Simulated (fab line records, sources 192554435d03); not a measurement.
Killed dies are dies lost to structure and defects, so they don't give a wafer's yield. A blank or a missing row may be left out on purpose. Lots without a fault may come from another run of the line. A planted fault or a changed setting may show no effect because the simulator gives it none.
Chamber matching | flow n5_finfet | N5_BEOL_M5_PRE_CLEAN_77 on cvd_co-02: 3 sister chambers
The step time 15 s. 27 wafers are shown with their chamber, then 12 later ones without.

WAFERS WITH THEIR CHAMBER
wafer  | chamber | heater_power_w (W)
L074.1 | 1       | 51
L074.2 | 0       | 91
L074.3 | 2       | 82
L074.4 | 2       | 79
L074.5 | 1       | 52
L074.6 | 0       | 89
L075.2 | 0       | 88
L075.3 | 2       | 81
L075.4 | 1       | 51
L078.1 | 1       | 52
L078.2 | 2       | 84
L078.4 | 1       | 52
L079.2 | 1       | 52
L079.3 | 2       | 81
L079.5 | 0       | 90
L080.1 | 0       | 89
L080.5 | 1       | 52
L080.6 | 0       | 89
L083.1 | 0       | 92
L083.2 | 2       | 81
L083.3 | 1       | 52
L083.4 | 2       | 82
L083.5 | 1       | 52
L083.6 | 0       | 89
L092.1 | 1       | 53
L092.3 | 2       | 86
L092.6 | 1       | 52

SIGNATURES (means of the wafers above)
reading        | chamber 0 | chamber 1 | chamber 2 | scatter within a chamber
heater_power_w | 89.62     | 51.91     | 82.00     | 1.4
Rule: a wafer's distance from a chamber is the root of the sum, over the readings, of the square of ((its reading less the chamber's mean) divided by the reading's scatter). The wafer belongs to the nearest chamber; if the next one is less than 2 further off, it can't be placed. The scatter: the root of (the sum of the squares of (reading less its chamber's mean) over the shown wafers, divided by (wafers less chambers)).

WAFERS WITHOUT THEIR CHAMBER
wafer  | heater_power_w (W)
L091.1 | 53
L091.2 | 92
L091.3 | 83
L091.4 | 52
L091.5 | 83
L091.6 | 87
L096.1 | 86
L096.2 | 89
L096.6 | 52
L097.1 | 84
L097.3 | 91
L097.5 | 91

WHICH CHAMBER EACH WENT THROUGH
wafer  | from the rows above     | in truth
L091.1 | 1                       | 1
L091.2 | 0                       | 0
L091.3 | 2                       | 2
L091.4 | 1                       | 1
L091.5 | 2                       | 2
L091.6 | can't be placed: 0 or 2 | 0
L096.1 | can't be placed: 0 or 2 | 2
L096.2 | 0                       | 0
L096.6 | 1                       | 1
L097.1 | 2                       | 2
L097.3 | 0                       | 0
L097.5 | 0                       | 0
Placed correctly: 10 of 12. Can't be placed from these rows: 2 (the true chamber is among the candidates in 2). Placed wrongly: 0.
